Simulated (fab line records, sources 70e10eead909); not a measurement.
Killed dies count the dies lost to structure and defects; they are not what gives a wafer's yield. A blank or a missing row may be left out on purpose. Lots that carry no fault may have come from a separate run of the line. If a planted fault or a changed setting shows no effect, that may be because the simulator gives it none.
Which tool was responsible? || flow nand_harc || 33 wafers from 11 lots sampled at 6 of the route's 1302 steps

WHAT EACH GAUGE READ, for each wafer
NHARC_A_CHANNEL_HOLE_D1_CD_MEAS_30. Usual: cd_nm reads 90.0 nm (standard deviation 0.97).
{"lot": "L658", "measured": "day 9 03:15", "on": "cd_sem-01", "cd_nm (nm)": "90.5 91.0 90.6", "flag": ""}
{"lot": "L659", "measured": "day 10 03:05", "on": "cd_sem-03", "cd_nm (nm)": "89.7 89.8 90.2", "flag": ""}
{"lot": "L660", "measured": "day 10 03:10", "on": "cd_sem-01", "cd_nm (nm)": "88.9 89.2 89.3", "flag": ""}
{"lot": "L661", "measured": "day 10 11:20", "on": "cd_sem-03", "cd_nm (nm)": "89.5 88.9 88.0", "flag": ""}
{"lot": "L672", "measured": "day 15 05:56", "on": "cd_sem-03", "cd_nm (nm)": "91.2 91.7 90.8", "flag": ""}
{"lot": "L673", "measured": "day 15 10:07", "on": "cd_sem-03", "cd_nm (nm)": "91.5 92.1 90.6", "flag": ""}
{"lot": "L676", "measured": "day 16 12:10", "on": "cd_sem-01", "cd_nm (nm)": "89.6 90.2 89.3", "flag": ""}
{"lot": "L675", "measured": "day 16 13:25", "on": "cd_sem-03", "cd_nm (nm)": "89.2 89.8 89.3", "flag": ""}
{"lot": "L677", "measured": "day 17 06:56", "on": "cd_sem-03", "cd_nm (nm)": "91.2 90.4 91.4", "flag": ""}
{"lot": "L678", "measured": "day 17 11:06", "on": "cd_sem-02", "cd_nm (nm)": "90.2 90.0 90.4", "flag": ""}
{"lot": "L679", "measured": "day 18 02:51", "on": "cd_sem-03", "cd_nm (nm)": "90.2 90.5 90.1", "flag": ""}

NHARC_END_SORT_01. Usual: killed_at_array 57, standard deviation 24; killed_at_other 0.7, standard deviation 0.94; killed_at_periphery 3.8, standard deviation 2.5; killed_dies 62, standard deviation 23; killed_open 3.1, standard deviation 1.8; killed_short 2.5, standard deviation 1.6.
{"lot": "L658", "measured": "day 25 21:15", "on": "prober-02", "killed_at_array": "50 44 44", "killed_at_other": "1 2 0", "killed_at_periphery": "5 4 4", "killed_dies": "56 50 48", "killed_open": "1 3 1", "killed_short": "3 2 1", "flag": ""}
{"lot": "L659", "measured": "day 25 20:32", "on": "prober-01", "killed_at_array": "36 22 18", "killed_at_other": "0 0 0", "killed_at_periphery": "10 4 4", "killed_dies": "46 26 22", "killed_open": "5 3 4", "killed_short": "4 2 2", "flag": ""}
{"lot": "L660", "measured": "day 25 12:44", "on": "prober-01", "killed_at_array": "79 108 108", "killed_at_other": "0 1 4", "killed_at_periphery": "7 6 6", "killed_dies": "86 115 118", "killed_open": "3 3 5", "killed_short": "1 4 2", "flag": ""}
{"lot": "L661", "measured": "day 26 04:16", "on": "prober-02", "killed_at_array": "72 71 77", "killed_at_other": "3 3 4", "killed_at_periphery": "2 5 6", "killed_dies": "77 79 87", "killed_open": "0 2 7", "killed_short": "1 2 1", "flag": ""}
{"lot": "L672", "measured": "day 30 16:22", "on": "prober-02", "killed_at_array": "42 33 32", "killed_at_other": "0 1 1", "killed_at_periphery": "5 1 14", "killed_dies": "47 35 47", "killed_open": "2 2 1", "killed_short": "4 3 3", "flag": ""}
{"lot": "L673", "measured": "day 30 17:56", "on": "prober-01", "killed_at_array": "66 62 54", "killed_at_other": "0 0 0", "killed_at_periphery": "1 3 0", "killed_dies": "67 65 54", "killed_open": "4 5 1", "killed_short": "3 3 1", "flag": ""}
{"lot": "L676", "measured": "day 31 14:07", "on": "prober-01", "killed_at_array": "98 84 90", "killed_at_other": "1 3 0", "killed_at_periphery": "4 0 2", "killed_dies": "103 87 92", "killed_open": "2 2 2", "killed_short": "7 7 4", "flag": ""}
{"lot": "L675", "measured": "day 31 22:39", "on": "prober-02", "killed_at_array": "44 43 42", "killed_at_other": "1 1 3", "killed_at_periphery": "2 0 2", "killed_dies": "47 44 47", "killed_open": "5 3 2", "killed_short": "1 1 2", "flag": ""}
{"lot": "L677", "measured": "day 32 22:49", "on": "prober-01", "killed_at_array": "75 76 83", "killed_at_other": "1 0 2", "killed_at_periphery": "0 2 3", "killed_dies": "76 78 88", "killed_open": "1 5 3", "killed_short": "1 0 2", "flag": ""}
{"lot": "L678", "measured": "day 33 08:40", "on": "prober-02", "killed_at_array": "40 41 35", "killed_at_other": "0 0 0", "killed_at_periphery": "8 7 9", "killed_dies": "48 48 44", "killed_open": "4 1 2", "killed_short": "2 2 0", "flag": ""}
{"lot": "L679", "measured": "day 33 09:28", "on": "prober-01", "killed_at_array": "39 48 49", "killed_at_other": "0 0 1", "killed_at_periphery": "3 1 1", "killed_dies": "42 49 51", "killed_open": "1 4 1", "killed_short": "2 3 2", "flag": ""}

WHICH TOOL RAN EACH LOT (tool, then ch and the chambers of the sampled wafers, then the start)
{"lot": "L658", "NHARC_A_CHANNEL_FILL_D1_ALD_14": "ald_hk-02 ch 0,1, day 9 10:40", "NHARC_A_CHANNEL_FILL_D1_CVD_09": "lpcvd_poly-03 ch 0, day 11 02:05", "NHARC_A_CHANNEL_FILL_D1_CMP_10": "cmp-02 ch 0,1, day 11 05:16", "NHARC_A_DECK1_JOINT_ETCHBACK_07": "rie_si-02 ch 0,1,3, day 11 05:43"}
{"lot": "L659", "NHARC_A_CHANNEL_FILL_D1_ALD_14": "ald_hk-02 ch 0,3, day 10 10:29", "NHARC_A_CHANNEL_FILL_D1_CVD_09": "lpcvd_poly-03 ch 0, day 12 00:42", "NHARC_A_CHANNEL_FILL_D1_CMP_10": "cmp-03 ch 1,3, day 12 03:55", "NHARC_A_DECK1_JOINT_ETCHBACK_07": "rie_si-02 ch 0,2,3, day 12 04:22"}
{"lot": "L660", "NHARC_A_CHANNEL_FILL_D1_ALD_14": "ald_hk-03 ch 0,1,3, day 10 10:31", "NHARC_A_CHANNEL_FILL_D1_CVD_09": "lpcvd_poly-03 ch 0, day 12 00:42", "NHARC_A_CHANNEL_FILL_D1_CMP_10": "cmp-02 ch 2,3, day 12 03:53", "NHARC_A_DECK1_JOINT_ETCHBACK_07": "rie_si-06 ch 0,1,3, day 12 04:23"}
{"lot": "L661", "NHARC_A_CHANNEL_FILL_D1_ALD_14": "ald_hk-03 ch 0,1,3, day 10 18:40", "NHARC_A_CHANNEL_FILL_D1_CVD_09": "lpcvd_poly-02 ch 0, day 12 09:03", "NHARC_A_CHANNEL_FILL_D1_CMP_10": "cmp-03 ch 2,3, day 12 12:14", "NHARC_A_DECK1_JOINT_ETCHBACK_07": "rie_si-02 ch 0,3, day 12 12:43"}
{"lot": "L672", "NHARC_A_CHANNEL_FILL_D1_ALD_14": "ald_hk-01 ch 0,2,3, day 15 13:21", "NHARC_A_CHANNEL_FILL_D1_CVD_09": "lpcvd_poly-03 ch 0, day 17 02:56", "NHARC_A_CHANNEL_FILL_D1_CMP_10": "cmp-02 ch 0,1,3, day 17 06:07", "NHARC_A_DECK1_JOINT_ETCHBACK_07": "rie_si-02 ch 0,2,3, day 17 06:37"}
{"lot": "L673", "NHARC_A_CHANNEL_FILL_D1_ALD_14": "ald_hk-01 ch 0,3, day 15 17:32", "NHARC_A_CHANNEL_FILL_D1_CVD_09": "lpcvd_poly-02 ch 0, day 17 07:41", "NHARC_A_CHANNEL_FILL_D1_CMP_10": "cmp-02 ch 1,2, day 17 10:53", "NHARC_A_DECK1_JOINT_ETCHBACK_07": "rie_si-02 ch 0,2,3, day 17 11:23"}
{"lot": "L676", "NHARC_A_CHANNEL_FILL_D1_ALD_14": "ald_hk-02 ch 0,2,3, day 16 19:38", "NHARC_A_CHANNEL_FILL_D1_CVD_09": "lpcvd_poly-03 ch 0, day 18 11:09", "NHARC_A_CHANNEL_FILL_D1_CMP_10": "cmp-01 ch 2,3, day 18 14:22", "NHARC_A_DECK1_JOINT_ETCHBACK_07": "rie_si-03 ch 0,1,3, day 18 14:51"}
{"lot": "L675", "NHARC_A_CHANNEL_FILL_D1_ALD_14": "ald_hk-01 ch 0,3, day 16 19:34", "NHARC_A_CHANNEL_FILL_D1_CVD_09": "lpcvd_poly-03 ch 0, day 18 11:09", "NHARC_A_CHANNEL_FILL_D1_CMP_10": "cmp-03 ch 1,2,3, day 18 14:22", "NHARC_A_DECK1_JOINT_ETCHBACK_07": "rie_si-06 ch 1,3, day 18 14:47"}
{"lot": "L677", "NHARC_A_CHANNEL_FILL_D1_ALD_14": "ald_hk-01 ch 2,3, day 17 14:24", "NHARC_A_CHANNEL_FILL_D1_CVD_09": "lpcvd_poly-02 ch 0, day 19 03:50", "NHARC_A_CHANNEL_FILL_D1_CMP_10": "cmp-02 ch 0,3, day 19 07:02", "NHARC_A_DECK1_JOINT_ETCHBACK_07": "rie_si-03 ch 1,3, day 19 07:32"}
{"lot": "L678", "NHARC_A_CHANNEL_FILL_D1_ALD_14": "ald_hk-01 ch 0,1,2, day 17 18:35", "NHARC_A_CHANNEL_FILL_D1_CVD_09": "lpcvd_poly-02 ch 0, day 19 10:53", "NHARC_A_CHANNEL_FILL_D1_CMP_10": "cmp-01 ch 0,2, day 19 14:06", "NHARC_A_DECK1_JOINT_ETCHBACK_07": "rie_si-02 ch 0,1,3, day 19 14:35"}
{"lot": "L679", "NHARC_A_CHANNEL_FILL_D1_ALD_14": "ald_hk-03 ch 0,1,3, day 18 10:14", "NHARC_A_CHANNEL_FILL_D1_CVD_09": "lpcvd_poly-02 ch 0, day 20 00:36", "NHARC_A_CHANNEL_FILL_D1_CMP_10": "cmp-03 ch 0,3, day 20 03:50", "NHARC_A_DECK1_JOINT_ETCHBACK_07": "rie_si-06 ch 1,2, day 20 04:18"}
- NHARC_A_CHANNEL_FILL_D1_ALD_14: deposits SiO2, target thk 2.5 nm, pulse time 10 s, ald cycles 25.
- NHARC_A_CHANNEL_FILL_D1_CVD_09: deposits poly-Si, target thk 150 nm, time 3000 s.
- NHARC_A_CHANNEL_FILL_D1_CMP_10: polishes, target thk 150 nm.
- NHARC_A_DECK1_JOINT_ETCHBACK_07: etches the open film in HBr, target depth 105 nm, time 26.9 s.

WHAT THE TOOLS THEMSELVES READ (means of the sampled wafers that have a number; where no wafer has one, the mark that the record gives instead)
NHARC_A_CHANNEL_FILL_D1_ALD_14. Usual: heater_power_w 475 W, standard deviation 48; precursor_pulse_height_rel 1.003, standard deviation 0.018.
{"lot": "L658", "tool": "ald_hk-02", "heater_power_w (W)": 452, "precursor_pulse_height_rel": 1.005, "flag": ""}
{"lot": "L659", "tool": "ald_hk-02", "heater_power_w (W)": 478, "precursor_pulse_height_rel": 1.007, "flag": ""}
{"lot": "L660", "tool": "ald_hk-03", "heater_power_w (W)": 448, "precursor_pulse_height_rel": 1.003, "flag": ""}
{"lot": "L661", "tool": "ald_hk-03", "heater_power_w (W)": 446, "precursor_pulse_height_rel": 1.008, "flag": ""}
{"lot": "L672", "tool": "ald_hk-01", "heater_power_w (W)": 478, "precursor_pulse_height_rel": 1.004, "flag": ""}
{"lot": "L673", "tool": "ald_hk-01", "heater_power_w (W)": 495, "precursor_pulse_height_rel": 0.997, "flag": ""}
{"lot": "L676", "tool": "ald_hk-02", "heater_power_w (W)": 507, "precursor_pulse_height_rel": 0.998, "flag": ""}
{"lot": "L675", "tool": "ald_hk-01", "heater_power_w (W)": 502, "precursor_pulse_height_rel": 1.018, "flag": ""}
{"lot": "L677", "tool": "ald_hk-01", "heater_power_w (W)": 465, "precursor_pulse_height_rel": 0.995, "flag": ""}
{"lot": "L678", "tool": "ald_hk-01", "heater_power_w (W)": 464, "precursor_pulse_height_rel": 1.007, "flag": ""}
{"lot": "L679", "tool": "ald_hk-03", "heater_power_w (W)": 441, "precursor_pulse_height_rel": 0.989, "flag": ""}

NHARC_A_CHANNEL_FILL_D1_CVD_09. Usual: spike_tc_bottom_C is 638.5 C with standard deviation 3, spike_tc_centre_C is 619.9 C with standard deviation 1.1, spike_tc_lower_C is 620.4 C with standard deviation 1.2, spike_tc_top_C is 642.7 C with standard deviation 1.7, spike_tc_upper_C is 619.6 C with standard deviation 1.2, tube_center_temp_C is 619.99 C with standard deviation 0.06, and zone_power_centre_pct is 9.5 % with standard deviation 0.94.
{"lot": "L658", "tool": "lpcvd_poly-03", "spike_tc_bottom_C (C)": 635.7, "spike_tc_centre_C (C)": 620.5, "spike_tc_lower_C (C)": 620.1, "spike_tc_top_C (C)": 642.9, "spike_tc_upper_C (C)": 619.6, "tube_center_temp_C (C)": 619.98, "zone_power_centre_pct (%)": 8.8, "flag": ""}
{"lot": "L659", "tool": "lpcvd_poly-03", "spike_tc_bottom_C (C)": 635.6, "spike_tc_centre_C (C)": 619.7, "spike_tc_lower_C (C)": 620.9, "spike_tc_top_C (C)": 643.2, "spike_tc_upper_C (C)": 619.2, "tube_center_temp_C (C)": 620.00, "zone_power_centre_pct (%)": 8.8, "flag": ""}
{"lot": "L660", "tool": "lpcvd_poly-03", "spike_tc_bottom_C (C)": 634.9, "spike_tc_centre_C (C)": 620.0, "spike_tc_lower_C (C)": 620.5, "spike_tc_top_C (C)": 643.0, "spike_tc_upper_C (C)": 619.0, "tube_center_temp_C (C)": 619.99, "zone_power_centre_pct (%)": 8.8, "flag": ""}
{"lot": "L661", "tool": "lpcvd_poly-02", "spike_tc_bottom_C (C)": 657.8, "spike_tc_centre_C (C)": 636.3, "spike_tc_lower_C (C)": 637.1, "spike_tc_top_C (C)": 659.8, "spike_tc_upper_C (C)": 636.8, "tube_center_temp_C (C)": 636.35, "zone_power_centre_pct (%)": 11.2, "flag": "OFF"}
{"lot": "L672", "tool": "lpcvd_poly-03", "spike_tc_bottom_C (C)": 635.4, "spike_tc_centre_C (C)": 619.7, "spike_tc_lower_C (C)": 619.9, "spike_tc_top_C (C)": 642.3, "spike_tc_upper_C (C)": 619.0, "tube_center_temp_C (C)": 619.95, "zone_power_centre_pct (%)": 8.8, "flag": ""}
{"lot": "L673", "tool": "lpcvd_poly-02", "spike_tc_bottom_C (C)": 640.9, "spike_tc_centre_C (C)": 621.0, "spike_tc_lower_C (C)": 621.0, "spike_tc_top_C (C)": 642.7, "spike_tc_upper_C (C)": 620.7, "tube_center_temp_C (C)": 619.91, "zone_power_centre_pct (%)": 10.6, "flag": ""}
{"lot": "L676", "tool": "lpcvd_poly-03", "spike_tc_bottom_C (C)": 634.4, "spike_tc_centre_C (C)": 620.0, "spike_tc_lower_C (C)": 620.8, "spike_tc_top_C (C)": 641.6, "spike_tc_upper_C (C)": 619.5, "tube_center_temp_C (C)": 619.96, "zone_power_centre_pct (%)": 8.8, "flag": ""}
{"lot": "L675", "tool": "lpcvd_poly-03", "spike_tc_bottom_C (C)": 636.1, "spike_tc_centre_C (C)": 619.5, "spike_tc_lower_C (C)": 620.8, "spike_tc_top_C (C)": 642.5, "spike_tc_upper_C (C)": 619.4, "tube_center_temp_C (C)": 619.92, "zone_power_centre_pct (%)": 8.8, "flag": ""}
{"lot": "L677", "tool": "lpcvd_poly-02", "spike_tc_bottom_C (C)": 640.1, "spike_tc_centre_C (C)": 620.9, "spike_tc_lower_C (C)": 620.2, "spike_tc_top_C (C)": 644.1, "spike_tc_upper_C (C)": 620.9, "tube_center_temp_C (C)": 619.99, "zone_power_centre_pct (%)": 10.7, "flag": ""}
{"lot": "L678", "tool": "lpcvd_poly-02", "spike_tc_bottom_C (C)": 640.8, "spike_tc_centre_C (C)": 619.6, "spike_tc_lower_C (C)": 620.5, "spike_tc_top_C (C)": 643.7, "spike_tc_upper_C (C)": 619.5, "tube_center_temp_C (C)": 620.00, "zone_power_centre_pct (%)": 10.8, "flag": ""}
{"lot": "L679", "tool": "lpcvd_poly-02", "spike_tc_bottom_C (C)": 641.2, "spike_tc_centre_C (C)": 619.2, "spike_tc_lower_C (C)": 620.8, "spike_tc_top_C (C)": 643.0, "spike_tc_upper_C (C)": 620.6, "tube_center_temp_C (C)": 620.02, "zone_power_centre_pct (%)": 10.6, "flag": ""}

NHARC_A_CHANNEL_FILL_D1_CMP_10. Usual: motor_current_A 12.4 A, standard deviation 0.84; time_to_endpoint_s 15.0 s, standard deviation 2.2.
{"lot": "L658", "tool": "cmp-02", "motor_current_A (A)": 13.6, "time_to_endpoint_s (s)": 13.8, "flag": ""}
{"lot": "L659", "tool": "cmp-03", "motor_current_A (A)": 12.5, "time_to_endpoint_s (s)": 16.3, "flag": ""}
{"lot": "L660", "tool": "cmp-02", "motor_current_A (A)": 11.4, "time_to_endpoint_s (s)": 15.8, "flag": ""}
{"lot": "L661", "tool": "cmp-03", "motor_current_A (A)": 12.2, "time_to_endpoint_s (s)": 23.9, "flag": "OFF"}
{"lot": "L672", "tool": "cmp-02", "motor_current_A (A)": 12.5, "time_to_endpoint_s (s)": 15.0, "flag": ""}
{"lot": "L673", "tool": "cmp-02", "motor_current_A (A)": 13.3, "time_to_endpoint_s (s)": 17.3, "flag": ""}
{"lot": "L676", "tool": "cmp-01", "motor_current_A (A)": 11.4, "time_to_endpoint_s (s)": 13.6, "flag": ""}
{"lot": "L675", "tool": "cmp-03", "motor_current_A (A)": 12.4, "time_to_endpoint_s (s)": 17.0, "flag": ""}
{"lot": "L677", "tool": "cmp-02", "motor_current_A (A)": 12.5, "time_to_endpoint_s (s)": 14.1, "flag": ""}
{"lot": "L678", "tool": "cmp-01", "motor_current_A (A)": 13.5, "time_to_endpoint_s (s)": 12.1, "flag": ""}
{"lot": "L679", "tool": "cmp-03", "motor_current_A (A)": 12.7, "time_to_endpoint_s (s)": 14.7, "flag": ""}

NHARC_A_DECK1_JOINT_ETCHBACK_07. Usual: drypump_motor_current_A 6.0 A, standard deviation 0.44; he_backside_leak_sccm 2.74 sccm, standard deviation 0.29; oes_product_au 1.000 a.u., standard deviation 0.0066; throttle_valve_pct 23.265 %, standard deviation 0.0092.
{"lot": "L658", "tool": "rie_si-02", "drypump_motor_current_A (A)": 5.6, "he_backside_leak_sccm (sccm)": 2.80, "oes_product_au (a.u.)": 1.002, "throttle_valve_pct (%)": 23.255, "flag": ""}
{"lot": "L659", "tool": "rie_si-02", "drypump_motor_current_A (A)": 5.9, "he_backside_leak_sccm (sccm)": 2.82, "oes_product_au (a.u.)": 1.009, "throttle_valve_pct (%)": 23.268, "flag": ""}
{"lot": "L660", "tool": "rie_si-06", "drypump_motor_current_A (A)": 6.1, "he_backside_leak_sccm (sccm)": 2.44, "oes_product_au (a.u.)": 1.001, "throttle_valve_pct (%)": 23.263, "flag": ""}
{"lot": "L661", "tool": "rie_si-02", "drypump_motor_current_A (A)": 5.8, "he_backside_leak_sccm (sccm)": 2.75, "oes_product_au (a.u.)": 0.997, "throttle_valve_pct (%)": 23.273, "flag": ""}
{"lot": "L672", "tool": "rie_si-02", "drypump_motor_current_A (A)": 5.9, "he_backside_leak_sccm (sccm)": 2.68, "oes_product_au (a.u.)": 0.998, "throttle_valve_pct (%)": 23.256, "flag": ""}
{"lot": "L673", "tool": "rie_si-02", "drypump_motor_current_A (A)": 5.9, "he_backside_leak_sccm (sccm)": 2.76, "oes_product_au (a.u.)": 1.002, "throttle_valve_pct (%)": 23.274, "flag": ""}
{"lot": "L676", "tool": "rie_si-03", "drypump_motor_current_A (A)": 6.4, "he_backside_leak_sccm (sccm)": 2.64, "oes_product_au (a.u.)": 1.001, "throttle_valve_pct (%)": 23.258, "flag": ""}
{"lot": "L675", "tool": "rie_si-06", "drypump_motor_current_A (A)": 6.1, "he_backside_leak_sccm (sccm)": 2.57, "oes_product_au (a.u.)": 1.005, "throttle_valve_pct (%)": 23.261, "flag": ""}
{"lot": "L677", "tool": "rie_si-03", "drypump_motor_current_A (A)": 6.2, "he_backside_leak_sccm (sccm)": 2.54, "oes_product_au (a.u.)": 0.999, "throttle_valve_pct (%)": 23.256, "flag": ""}
{"lot": "L678", "tool": "rie_si-02", "drypump_motor_current_A (A)": 5.7, "he_backside_leak_sccm (sccm)": 2.73, "oes_product_au (a.u.)": 0.997, "throttle_valve_pct (%)": 23.266, "flag": ""}
{"lot": "L679", "tool": "rie_si-06", "drypump_motor_current_A (A)": 5.4, "he_backside_leak_sccm (sccm)": 2.71, "oes_product_au (a.u.)": 0.996, "throttle_valve_pct (%)": 23.268, "flag": ""}

THE ANSWER, worked out from the rows above alone
Rule: a lot counts as off when the mean over its wafers that have a number is more than 3 standard deviations away from the usual mean. Also off: a lot with no number at a reading for which 4 or more lots have one. The other lots that the step has rows for count as sound. After the gauges, taken in route order, come the tools' own readings; for these a lot's mean is taken, as printed above. The first step at which some lot is off is used, and at that step the reading that is off furthest; a lot without a number counts as furthest.
Off, at NHARC_A_CHANNEL_FILL_D1_CVD_09 on tube_center_temp_C: L661.
A tool fits if, at that step or a process step before it, it ran every lot that is off, and no sound lot after the first of them. Of those tried, none fits.

WHAT THE SIMULATOR HAD PUT IN
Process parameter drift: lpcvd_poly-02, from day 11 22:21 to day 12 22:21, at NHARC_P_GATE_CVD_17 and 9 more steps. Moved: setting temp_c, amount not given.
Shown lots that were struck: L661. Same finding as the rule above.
